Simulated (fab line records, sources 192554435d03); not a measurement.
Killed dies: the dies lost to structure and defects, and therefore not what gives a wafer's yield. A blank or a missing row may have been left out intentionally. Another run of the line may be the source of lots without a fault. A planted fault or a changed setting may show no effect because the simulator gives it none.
fab line records	flow n5_finfet
record lots=7	wafers=39
route steps=1938 shown SD_EPI_N@288 SD_EPI_P@321 GATE_CUT@510 BEOL_M0_CUTY@711 BEOL_M2@912 BEOL_M7@1267 BEOL_M8@1371
start_h: start of the lot's first displayed wafer, in hours after the record's first day	wait_h: hours elapsed since this lot's preceding step	" identical to the entry in the row above	L1.1+2: several wafers, shown together as one row	- no value, or no start given	* or withheld: withheld	< > ~ a bound
route shown NAME@n: NAME is a module with steps in the file, n the number in the route of the first one	usual: mean and standard deviation over wafers with no fault	same: alike in all rows	chamber/n: place in a boat	sites: the reading at each site	_std_site: their standard deviation	_edge_site: the outer-site mean with the inner-site mean subtracted	radius_mm: how far each site lies from the wafer's centre	mask NAME#n: copy n	behind: the most recent tool/chamber to have shaped the wafer	hold: what put the lot on hold/how long, in hours/how the hold closed	device: the n, p or np transistor that did not switch	end of line: tests run on the same wafers once the route is complete	a step with no rows: only its recipe	killed: not the wafer's yield, but the dies lost to structure and defects at the first sort	map: the dies of a wafer, with x for killed, . for not killed, _ for no die there
set.NAME: the setting as run; set.NAME@STEP: as run at that earlier step	model.NAME: the simulator's own value behind a step, which no gauge read
lots whose settings were changed on purpose; a table a step, a row a wafer
## steps
# step N5_SD_EPI_N_EPI_21
# recipe material=Si:P	dopant=P	temp_c=680	pressure_torr=255	time_s=690
lot.wafer	tool	chamber	start_h	wait_h	set.time_s	model.Si-P_of_SD_EPI_N_EPI_21.thk_nm
L074.1+6	epi_rpcvd-03	0	51.60	0.2	556.5	52.6
L074.2	"	0	"	"	556.5	52.2
L074.3	"	0	"	"	690	60.6
L074.4	"	0	"	"	690	61.4
L074.5	"	0	"	"	690	59.8
L076.1	epi_rpcvd-01	0	71.05	0.1	690	59.4
L076.2	"	0	"	"	690	59.2
L076.3+5	"	0	"	"	690	59.6
L076.4	"	0	"	"	690	60.4
L076.6	"	0	"	"	690	59.8
L077.1+2	epi_rpcvd-04	0	75.26	0.1	690	58.6
L077.3	"	0	"	"	690	59.4
L077.4+5	"	0	"	"	1022	78.8
L077.6	"	0	"	"	1022	78.6
L082.1	epi_rpcvd-04	0	97.32	0.1	480.4	43.6
L082.2	"	0	"	"	690	58.6
L082.3+4	"	0	"	"	690	58.4
L082.5+6	"	0	"	"	480.4	44.2
L085.1	epi_rpcvd-03	0	119.27	0.2	989.1	77.4
L085.2+6	"	0	"	"	690	59.8
L085.3	"	0	"	"	989.1	77.6
L085.4	"	0	"	"	690	60.4
L085.5	"	0	"	"	989.1	77
L088.2	epi_rpcvd-04	0	135.70	0.4	690	57.4
L088.3	"	0	"	"	690	57.6
L088.6	"	0	"	"	690	58.4
L093.1+2+6	epi_rpcvd-01	0	164.37	0.1	690	59.2
L093.3+5	"	0	"	"	842.4	68
L093.4	"	0	"	"	842.4	67.2
# step N5_SD_EPI_N_EPI_MEAS_23
# recipe mode=xrd
# usual thk_nm=59.0/1.3
lot.wafer	tool	chamber	start_h	wait_h	set.time_s@SD_EPI_N_EPI_21	thk_nm
L074.1	film_metro-02	-	53.88	1.9	556.5	53.4
L074.2	"	-	"	"	556.5	50.2
L074.3	"	-	"	"	690	60.2
L074.4	"	-	"	"	690	61.7
L074.5	"	-	"	"	690	60.1
L074.6	"	-	"	"	556.5	50.7
L076.1	film_metro-02	-	72.77	1.4	690	59.3
L076.2	"	-	"	"	690	60.2
L076.3	"	-	"	"	690	59.5
L076.4	"	-	"	"	690	60.8
L076.5	"	-	"	"	690	58.9
L076.6	"	-	"	"	690	59.6
L077.1	film_metro-01	-	76.97	1.4	690	57.1
L077.2	"	-	"	"	690	59.0
L077.3	"	-	"	"	690	58.4
L077.4	"	-	"	"	1022	79.0
L077.5	"	-	"	"	1022	78.8
L077.6	"	-	"	"	1022	79.3
L082.1	film_metro-02	-	99.03	1.5	480.4	45.9
L082.2	"	-	"	"	690	59.8
L082.3	"	-	"	"	690	59.9
L082.4	"	-	"	"	690	59.2
L082.5	"	-	"	"	480.4	45.0
L082.6	"	-	"	"	480.4	42.7
L085.1	film_metro-01	-	121.54	1.9	989.1	76.5
L085.2	"	-	"	"	690	58.3
L085.3	"	-	"	"	989.1	77.3
L085.4	"	-	"	"	690	61.2
L085.5	"	-	"	"	989.1	78.0
L085.6	"	-	"	"	690	61.0
L088.2	film_metro-02	-	137.13	1.2	690	58.1
L088.3	"	-	"	"	690	58.1
L088.6	"	-	"	"	690	58.5
L093.1	film_metro-02	-	166.10	1.5	690	59.6
L093.2	"	-	"	"	690	60.3
L093.3	"	-	"	"	842.4	68.0
L093.4	"	-	"	"	842.4	69.0
L093.5	"	-	"	"	842.4	67.3
L093.6	"	-	"	"	690	58.1
# step N5_SD_EPI_N_PRECLEAN_24
# recipe chemistry=O3/DIW	time_s=60	temp_c=22	o3_ppm=10
# step N5_SD_EPI_N_SRD_25
# recipe time_s=30	temp_c=23	rinse_liquid=diw	dry=ipa_marangoni
# step N5_SD_EPI_P_EPI_21
# recipe material=SiGe:B	dopant=B	temp_c=550	pressure_torr=20	ambient=H2	time_s=355
# step N5_SD_EPI_P_HM_STRIP_48
# recipe chemistry=H3PO4	temp_c=160	material=SiNx	target=SiNx	target_depth_a=30	overetch_fraction=0.3
lot.wafer	tool	chamber	start_h	wait_h	set.time_s@SD_EPI_N_EPI_21	model.Si-P_of_SD_EPI_N_EPI_21.thk_nm
L074.1+6	wet_bench-03	6,2	58.80	0.0	556.5	52
L074.2	"	7	"	"	556.5	51.6
L074.3	"	4	"	"	690	60
L074.4	"	3	"	"	690	60.6
L074.5	"	5	"	"	690	59.2
L076.1+3	wet_bench-03	2,0	78.25	0.0	690	58.8
L076.2	"	7	"	"	690	58.6
L076.4	"	3	"	"	690	59.6
L076.5+6	"	1,6	"	"	690	59
L077.1+2	wet_bench-05	1,4	82.44	0.0	690	58
L077.3	"	2	"	"	690	58.8
L077.4	"	5	"	"	1022	78
L077.5+6	"	6,3	"	"	1022	77.8
L082.1	wet_bench-04	0	105.63	0.0	480.4	43
L082.2	"	3	"	"	690	58
L082.3+4	"	4,7	"	"	690	57.8
L082.5	"	2	"	"	480.4	43.6
L082.6	"	1	"	"	480.4	43.8
L085.1+3	wet_bench-04	7,0	126.74	0.0	989.1	76.6
L085.2	"	3	"	"	690	59.2
L085.4	"	2	"	"	690	59.6
L085.5	"	1	"	"	989.1	76.2
L085.6	"	6	"	"	690	59
L088.2	wet_bench-04	5	142.10	0.0	690	56.8
L088.3	"	6	"	"	690	57
L088.6	"	7	"	"	690	57.8
L093.1+2	wet_bench-04	4,1	170.72	0.0	690	58.6
L093.3+5	"	2,0	"	"	842.4	67.2
L093.4	"	3	"	"	842.4	66.4
L093.6	"	5	"	"	690	58.4
# step N5_GATE_CUT_ALD_22
# recipe material=SiNx	target_thk_a=160	temp_c=400	ald_precursor_family=SiH2I2	ald_co_reactant=N2/H2-plasma	pulse_time_s=1	ald_cycles=320	purge_time_s=2	co_reactant_purge_time_s=2	pressure_torr=2
lot.wafer	tool	chamber	start_h	wait_h	set.ald_cycles	model.SiNx_of_GATE_CUT_ALD_22.thk_nm
L074.1+4	ald_sin-02	1,2	86.16	0.0	320	16
L074.2	"	3	"	"	425	21.4
L074.3+5	"	0	"	"	425	21.2
L074.6	"	1	"	"	320	16.2
L076.1+3+5+6	ald_sin-01	0,2,2,3	104.65	0.0	320	16
L076.2	"	3	"	"	320	15.8
L076.4	"	1	"	"	320	16.2
L077.1+5+6	ald_sin-01	0,0,1	109.29	0.0	320	16
L077.2+4	"	2,1	"	"	206	10.4
L077.3	"	3	"	"	206	10.2
L082.1+2+3	ald_sin-02	0,1,3	132.60	0.2	320	16
L082.4+6	"	0,1	"	"	462	23.2
L082.5	"	3	"	"	462	23
L085.1+5	ald_sin-02	2,0	153.50	0.2	320	16
L085.2	"	1	"	"	320	16.2
L085.3+4	"	3,0	"	"	243	12.2
L085.6	"	3	"	"	243	12.4
L088.2+3+6	ald_sin-02	2,1,2	170.46	0.0	320	16
L093.1+3+5	ald_sin-01	1,0,1	199.18	0.0	498	24.8
L093.2+6	"	3,0	"	"	320	15.8
L093.4	"	2	"	"	320	16
# step N5_BEOL_M0_CUTY_DESCUM_61
# recipe chemistry=O2	time_s=7.9	source_power_w=50	bias_power_w=20	pressure_mtorr=20	rf_frequency_hz=2.712e+07	temp_c=40	resist=CAR-ArF-block	o2_flow_sccm=225
lot.wafer	tool	chamber	start_h	wait_h	set.time_s	model.CAR-ArF-block_of_BEOL_M0_CUTY_COAT_51.thk_nm
L074.1	rie_diel-02	1	117.57	0.1	10.64	141.8
L074.2	"	2	"	"	7.9	143.2
L074.3+4	"	0,3	"	"	7.9	143
L074.5	"	3	"	"	10.64	142.2
L074.6	"	0	"	"	10.64	141.4
L076.1+2+6	rie_diel-04	1,0,1	136.42	0.1	7.9	143.2
L076.3+4	"	3,2	"	"	7.9	143
L076.5	"	2	"	"	7.9	143.6
L077.1	rie_diel-06	0	144.18	0.0	7.9	143.4
L077.2+3+4+5+6	"	2,1,0,2,1	"	"	7.9	144
L082.1	rie_diel-02	2	157.53	0.0	7.9	143.4
L082.2+5	"	3,2	"	"	7.9	143.8
L082.3+6	"	0,3	"	"	7.9	144
L082.4	"	0	"	"	7.9	144.2
L085.1	rie_diel-06	2	182.06	0.1	7.9	143.4
L085.2	"	0	"	"	7.9	143.8
L085.3+4	"	1	"	"	11.05	141.8
L085.5	"	2	"	"	11.05	141.2
L085.6	"	0	"	"	7.9	143.6
L088.2+3+6	rie_diel-06	0,2,0	201.97	0.0	7.9	144.4
L093.1	rie_diel-06	1	225.56	0.5	7.9	142.8
L093.2	"	0	"	"	7.9	143
L093.3	"	3	"	"	6.23	144.8
L093.4	"	2	"	"	7.9	143.6
L093.5+6	"	3,0	"	"	6.23	144.4
# step N5_BEOL_M0_CUTY_ETCH_62
# recipe chemistry=CF4	target=SiARC	mask_material=CAR-ArF-block	time_s=58.5	ion_energy_ev=80	pressure_mtorr=40	source_w=545	bias_w=36	Ar_flow_sccm=100	cf4_flow_sccm=100	ends=cleared
lot.wafer	tool	chamber	start_h	wait_h	set.time_s@BEOL_M0_CUTY_DESCUM_61	model.CAR-ArF-block_of_BEOL_M0_CUTY_COAT_51.thk_nm
L074.1	rie_diel-02	1	117.60	0.0	10.64	116.8
L074.2	"	2	"	"	7.9	118.2
L074.3+4	"	0,3	"	"	7.9	118
L074.5	"	3	"	"	10.64	117.2
L074.6	"	0	"	"	10.64	116.4
L076.1+2	rie_diel-04	1,0	136.45	0.0	7.9	118.2
L076.3+4+6	"	3,2,1	"	"	7.9	118
L076.5	"	2	"	"	7.9	118.6
L077.1	rie_diel-06	0	144.21	0.0	7.9	118.4
L077.2	"	2	"	"	7.9	118.8
L077.3+4+5+6	"	1,0,2,1	"	"	7.9	119
L082.1	rie_diel-02	2	157.56	0.0	7.9	118.2
L082.2+5+6	"	3,2,3	"	"	7.9	118.8
L082.3	"	0	"	"	7.9	119
L082.4	"	0	"	"	7.9	119.2
L085.1	rie_diel-06	2	182.10	0.0	7.9	118.2
L085.2	"	0	"	"	7.9	118.6
L085.3	"	1	"	"	11.05	116.6
L085.4	"	1	"	"	11.05	116.8
L085.5	"	2	"	"	11.05	116.2
L085.6	"	0	"	"	7.9	118.4
L088.2+3+6	rie_diel-06	0,2,0	202.01	0.0	7.9	119.4
L093.1	rie_diel-06	1	225.60	0.0	7.9	117.8
L093.2	"	0	"	"	7.9	118
L093.3	"	3	"	"	6.23	119.8
L093.4	"	2	"	"	7.9	118.4
L093.5	"	3	"	"	6.23	119.2
L093.6	"	0	"	"	6.23	119.4
# step N5_BEOL_M2_SPUTTER_88
# recipe material=Cu	target_thk_a=45	temp_c=-20	chamber_pressure_pa=0.07	power_w=withheld	time_s=8.29
lot.wafer	tool	chamber	start_h	wait_h	set.target_thk_a	model.Cu_of_BEOL_M2_SPUTTER_88.thk_nm
L074.1+3+4	pvd_sputter-02	-	146.38	0.1	20.96	-
L074.2+5+6	"	-	"	"	45	4.6
L076.1+4	pvd_sputter-03	-	171.32	0.1	66.47	-
L076.2	"	-	"	"	45	4.8
L076.3+5	"	-	"	"	45	4.6
L076.6	"	-	"	"	66.47	6.8
L077.1	pvd_sputter-02	-	180.28	0.1	45	4.6
L077.2+5	"	-	"	"	45	4.4
L077.3+6	"	-	"	"	21.61	2
L077.4	"	-	"	"	21.61	-
L082.1+3+6	pvd_sputter-01	-	183.66	0.1	45	4.4
L082.2+5	"	-	"	"	45	4.2
L082.4	"	-	"	"	45	4.6
L085.1+2+4	pvd_sputter-02	-	218.86	0.1	45	4.4
L085.3+5	"	-	"	"	52.91	-
L085.6	"	-	"	"	52.91	5.2
L088.2+3+6	pvd_sputter-02	-	238.13	0.1	45	4.4
L093.1+5+6	pvd_sputter-03	-	260.02	0.1	29.74	-
L093.2+3	"	-	"	"	45	4.6
L093.4	"	-	"	"	45	4.4
# step N5_BEOL_M7_HM_DEP_02
# recipe material=TiN	target_thk_a=200	temp_c=25	chamber_pressure_pa=0.49996
lot.wafer	tool	chamber	start_h	wait_h	set.target_thk_a	model.TiN_of_BEOL_M7_HM_DEP_02.thk_nm
L074.1+6	pvd_sputter-02	-	196.35	0.3	200	19.6
L074.2	"	-	"	"	200	19.4
L074.3	"	-	"	"	200	20.2
L074.4	"	-	"	"	200	19.8
L074.5	"	-	"	"	200	20
L076.1+3	pvd_sputter-03	-	228.11	1.6	200	20.6
L076.2	"	-	"	"	307.5	30.8
L076.4	"	-	"	"	307.5	31.4
L076.5	"	-	"	"	307.5	31
L076.6	"	-	"	"	200	20.8
L077.1	pvd_sputter-03	-	244.43	2.0	200	20
L077.2	"	-	"	"	200	20.4
L077.3	"	-	"	"	85.13	9
L077.4	"	-	"	"	200	20.2
L077.5	"	-	"	"	85.13	8.8
L077.6	"	-	"	"	85.13	8.6
L082.1	pvd_sputter-02	-	247.07	0.1	262.2	25.6
L082.2	"	-	"	"	262.2	25.8
L082.3	"	-	"	"	200	19.6
L082.4+5	"	-	"	"	200	19.8
L082.6	"	-	"	"	262.2	26
L085.1+2+4+5+6	pvd_sputter-02	-	266.79	2.0	200	19.8
L085.3	"	-	"	"	200	19.6
L088.2	pvd_sputter-03	-	290.07	0.4	200	20.6
L088.3	"	-	"	"	200	20.8
L088.6	"	-	"	"	200	20.2
L093.1+4+6	pvd_sputter-02	-	307.24	0.8	85.89	8.6
L093.2+3	"	-	"	"	200	20.2
L093.5	"	-	"	"	200	20
# step N5_BEOL_M7_COAT_59
# recipe resist=SOC	temp_c=250	time_s=60	spin_rpm=1500	resist_thk_nm=100
# step N5_BEOL_M7_COAT_60
# recipe resist=SiARC	temp_c=220	time_s=60	spin_rpm=1500	resist_thk_nm=35
# step N5_BEOL_M7_STRIP_68
# recipe chemistry=N2/H2	temp_c=40	n2_flow_sccm=200	h2_flow_sccm=200	rf_frequency_hz=6e+07
# step N5_BEOL_M7_STRIP_67
# recipe chemistry=CF4	resist=SiARC	power_w=300	bias_power_w=75	pressure_mtorr=50	cf4_flow_sccm=150	rf_frequency_hz=6e+07
# step N5_BEOL_M7_HM_OPEN_17
# recipe chemistry=Cl2/BCl3	target_depth_a=200	overetch_a=60	target=TiN	mask_material=SOC	ion_energy_ev=150	pressure_mtorr=10	icp_w=1000	bias_w=126	Cl2_flow_sccm=53.25	bcl3_flow_sccm=21.75	Ar_flow_sccm=25
lot.wafer	tool	chamber	start_h	wait_h	set.target_thk_a@BEOL_M7_HM_DEP_02	model.etch.depth_nm
L074.1	rie_metal-03	1	198.72	0.0	200	19.62
L074.2	"	1	"	"	200	19.46
L074.3	"	1	"	"	200	20.16
L074.4	"	1	"	"	200	19.83
L074.5	"	1	"	"	200	20.07
L074.6	"	1	"	"	200	19.67
L076.1	rie_metal-03	0	228.85	0.0	200	20.57
L076.2	"	1	"	"	307.5	25.92
L076.3	"	0	"	"	200	20.69
L076.4	"	1	"	"	307.5	25.74
L076.5	"	0	"	"	307.5	25.66
L076.6	"	1	"	"	200	20.81
L077.1	rie_metal-01	0	245.24	0.0	200	20.08
L077.2	"	1	"	"	200	20.43
L077.3	"	0	"	"	85.13	8.97
L077.4	"	1	"	"	200	20.2
L077.5	"	1	"	"	85.13	8.877
L077.6	"	0	"	"	85.13	8.579
L082.1	rie_metal-03	0	247.93	0.0	262.2	25.69
L082.2	"	0	"	"	262.2	25.88
L082.3	"	0	"	"	200	19.6
L082.4	"	0	"	"	200	19.83
L082.5	"	0	"	"	200	19.79
L082.6	"	0	"	"	262.2	26.02
L085.1	rie_metal-03	0	267.53	0.0	200	19.85
L085.2	"	1	"	"	200	19.76
L085.3	"	0	"	"	200	19.66
L085.4	"	1	"	"	200	19.83
L085.5	"	0	"	"	200	19.82
L085.6	"	1	"	"	200	19.75
L088.2	rie_metal-03	1	291.22	0.0	200	20.53
L088.3	"	0	"	"	200	20.8
L088.6	"	1	"	"	200	20.15
L093.1	rie_metal-03	0	308.14	0.0	85.89	8.656
L093.2	"	1	"	"	200	20.17
L093.3	"	0	"	"	200	20.13
L093.4	"	1	"	"	85.89	8.569
L093.5	"	0	"	"	200	20.08
L093.6	"	1	"	"	85.89	8.685
# step N5_BEOL_M8_ETCH_66
# recipe chemistry=N2/H2	target=SOC	target_depth_a=800	overetch_a=160	mask_material=SiARC	temp_c=40	time_s=120	ion_energy_ev=200	pressure_mtorr=30	source_w=840	bias_w=150	n2_flow_sccm=200	h2_flow_sccm=200
lot.wafer	tool	chamber	start_h	wait_h	set.target_depth_a	model.SiARC_of_BEOL_M8_COAT_64.thk_nm
L074.1	rie_diel-04	0	210.21	0.0	800	6.8
L074.2+3+5	"	1,2,2	"	"	800	6.4
L074.4+6	"	3	"	"	800	6
L076.1	rie_diel-06	0	244.18	0.0	800	6.6
L076.2	"	3	"	"	950	5.6
L076.3+6	"	2	"	"	950	5.8
L076.4	"	1	"	"	800	6.8
L076.5	"	3	"	"	800	6.4
L082.1+6	rie_diel-02	0	257.50	0.0	800	6.6
L082.2+5	"	1	"	"	800	6.8
L082.3+4	"	3,2	"	"	800	6.4
L077.1	rie_diel-04	3	257.54	0.0	800	6.2
L077.2	"	0	"	"	800	6.8
L077.3	"	2	"	"	800	6.6
L077.4+5+6	"	1,2,1	"	"	442.2	8.6
L085.1	rie_diel-02	3	275.59	0.0	800	6.6
L085.2+5	"	1	"	"	800	6.8
L085.3+4	"	2,0	"	"	451.2	8.6
L085.6	"	0	"	"	451.2	8.8
L088.2	rie_diel-02	1	302.21	0.0	800	7
L088.3	"	0	"	"	800	6.8
L088.6	"	2	"	"	800	6.4
L093.1+2+6	rie_diel-06	3,2,3	316.95	0.0	800	6.4
L093.3+5	"	0	"	"	387.2	8.8
L093.4	"	1	"	"	387.2	9
## key
split step=N5_SD_EPI_N_EPI_21	setting=time_s	stated=690	by=wafer
response step=N5_SD_EPI_N_EPI_21	reading=model.Si-P_of_SD_EPI_N_EPI_21.thk_nm	change=+0.417	per=1%	r=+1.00
response step=N5_SD_EPI_N_EPI_MEAS_23	reading=thk_nm	change=*	per=1%	r=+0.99
response step=N5_SD_EPI_P_HM_STRIP_48	reading=model.Si-P_of_SD_EPI_N_EPI_21.thk_nm	change=+0.413	per=1%	r=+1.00
split step=N5_GATE_CUT_ALD_22	setting=ald_cycles	stated=320	by=wafer
response step=N5_GATE_CUT_ALD_22	reading=model.SiNx_of_GATE_CUT_ALD_22.thk_nm	change=+0.16	per=1%	r=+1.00
split step=N5_BEOL_M0_CUTY_DESCUM_61	setting=time_s	stated=7.9	by=wafer
response step=N5_BEOL_M0_CUTY_DESCUM_61	reading=model.CAR-ArF-block_of_BEOL_M0_CUTY_COAT_51.thk_nm	change=-0.0473	per=1%	r=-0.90
response step=N5_BEOL_M0_CUTY_ETCH_62	reading=model.CAR-ArF-block_of_BEOL_M0_CUTY_COAT_51.thk_nm	change=-0.0457	per=1%	r=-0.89
split step=N5_BEOL_M2_SPUTTER_88	setting=target_thk_a	stated=45	by=wafer
response step=N5_BEOL_M2_SPUTTER_88	reading=model.Cu_of_BEOL_M2_SPUTTER_88.thk_nm	change=+0.0465	per=1%	r=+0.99
split step=N5_BEOL_M7_HM_DEP_02	setting=target_thk_a	stated=200	by=wafer
response step=N5_BEOL_M7_HM_DEP_02	reading=model.TiN_of_BEOL_M7_HM_DEP_02.thk_nm	change=+0.198	per=1%	r=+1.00
response step=N5_BEOL_M7_HM_OPEN_17	reading=model.etch.depth_nm	change=+0.171	per=1%	r=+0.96
split step=N5_BEOL_M8_ETCH_66	setting=target_depth_a	stated=800	by=wafer
response step=N5_BEOL_M8_ETCH_66	reading=model.SiARC_of_BEOL_M8_COAT_64.thk_nm	change=-0.0463	per=1%	r=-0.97
